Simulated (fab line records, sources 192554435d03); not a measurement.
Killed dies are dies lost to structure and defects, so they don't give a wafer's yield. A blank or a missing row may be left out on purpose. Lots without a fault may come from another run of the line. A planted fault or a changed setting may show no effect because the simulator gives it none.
One fault seen from 3 desks | flow n5_finfet | each desk has only its own numbers; what lay behind them comes last

THE DEFECT DESK
What the inspections along the route counted, lot by lot: means of the sampled wafers that have a number. A lot is out of limits, marked OUT, if its mean lies more than 4 standard deviations from the usual mean; the brackets give that distance.
Columns: A = raw_defect_count at N5_WELL_APT_INSPECT_27, usual 2.1
lot  | first seen here | A
L387 | day 1 14:44     | 1.3
L388 | day 1 20:49     | 2.0
L392 | day 2 21:40     | 4.0
L393 | day 3 03:36     | 3.0
L394 | day 3 09:02     | 2.0
L397 | day 4 03:01     | 2.0
L401 | day 5 03:17     | 3.7
L402 | day 5 09:00     | 2.3
L403 | day 5 15:02     | 3.0
L407 | day 6 15:10     | 1.3
This desk's finding: nothing out of limits on any of the 10 lots.

THE METROLOGY DESK
What the gauges read, lot by lot, whatever tool the lot ran on: means of the sampled wafers that have a number. A lot is out of limits, marked OUT, if its mean lies more than 4 standard deviations from the usual mean; the brackets give that distance. Of its 11 readings 7 are shown: the one that was out of limits first, and those that lie furthest out on some lot.
Columns: A = IOFF_P at N5_BEOL_M4_RC_MEAS_101, usual 0.22 nA/um; B = ION_N at N5_BEOL_M4_RC_MEAS_101, usual 673 uA/um; C = ION_P at N5_BEOL_M4_RC_MEAS_101, usual 462 uA/um; D = RS_NWELL at N5_BEOL_M4_RC_MEAS_101, usual 1036 ohm/sq; E = SS_P at N5_BEOL_M4_RC_MEAS_101, usual 73.4 mV/dec; F = VT_N at N5_BEOL_M4_RC_MEAS_101, usual 250 mV; G = VT_P at N5_BEOL_M4_RC_MEAS_101, usual -250 mV
lot  | first seen here | A    | B   | C   | D              | E    | F   | G
L388 | day 8 20:34     | 0.24 | 671 | 459 | 1032           | 73.8 | 248 | -250
L387 | day 8 22:50     | 0.22 | 679 | 460 | 1034           | 73.7 | 248 | -251
L392 | day 9 12:34     | 0.18 | 665 | 453 | 1037           | 73.0 | 252 | -254
L394 | day 10 08:27    | 0.21 | 672 | 466 | 1039           | 73.1 | 250 | -248
L393 | day 10 17:13    | 0.23 | 675 | 461 | 1035           | 73.7 | 247 | -251
L397 | day 10 23:26    | 0.19 | 655 | 453 | 1042           | 73.4 | 254 | -252
L402 | day 12 05:52    | 0.28 | 691 | 480 | 1263 (+32) OUT | 73.7 | 244 | -245
L403 | day 12 08:42    | 0.22 | 677 | 474 | 1247 (+30) OUT | 73.1 | 249 | -247
L401 | day 12 16:13    | 0.21 | 673 | 459 | 1037           | 74.3 | 249 | -254
L407 | day 13 12:33    | 0.18 | 675 | 460 | 1034           | 73.1 | 252 | -251
This desk's finding: out of limits on L402, L403; first on L402, day 12 05:52 (RS_NWELL at N5_BEOL_M4_RC_MEAS_101). In limits: L388, L387, L392, L394, L393, L397, L401, L407.

THE TOOL OWNER'S DESK: implanter-02
The tool's own readings at N5_WELL_APT_IMPLANT_14: means of the sampled wafers that have a number, for each lot that ran on this tool. A lot is out of limits, marked OUT, if its mean lies more than 4 standard deviations from the usual mean; the brackets give that distance.
Columns: A = dose_ions_cm2 at N5_WELL_APT_IMPLANT_14, usual 1.5001e+13; B = faraday_current_uA at N5_WELL_APT_IMPLANT_14, usual 190
lot  | first seen here | A                            | B
L387 | day 1 13:50     | 1.5006e+13                   | 190
L393 | day 3 02:29     | 1.5002e+13                   | 193
L397 | day 4 02:01     | 1.5001e+13                   | 193
L401 | day 5 02:18     | 1.5015e+13                   | 190
L402 | day 5 08:00     | 1.0738e+13 (-99 or more) OUT | 136 (-16) OUT
L403 | day 5 13:47     | 1.0754e+13 (-99 or more) OUT | 136 (-16) OUT
This desk's finding: out of limits on L402, L403; first on L402, day 5 08:00 (dose_ions_cm2 at N5_WELL_APT_IMPLANT_14). In limits: L387, L393, L397, L401.

PUT TOGETHER
The tool owner's desk could have raised an alarm at day 5 08:00, on L402, L403.
The metrology desk could have raised an alarm at day 12 05:52, on L402, L403.
The defect desk saw nothing out of limits.
The defect desk has L402, L403 on record, within its limits.
Of the lots named, all ran N5_WELL_APT_IMPLANT_14 on implanter-02.

WHAT THE SIMULATOR HAD PUT IN
Process parameter drift: implanter-02, from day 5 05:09 on, at N5_WELL_APT_IMPLANT_14. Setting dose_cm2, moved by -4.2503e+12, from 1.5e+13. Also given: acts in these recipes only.
Lots struck among those shown: L402, L403.
Hours from the fault's start to each desk's first reading out of limits: the tool owner's desk, 3; the metrology desk, 169.
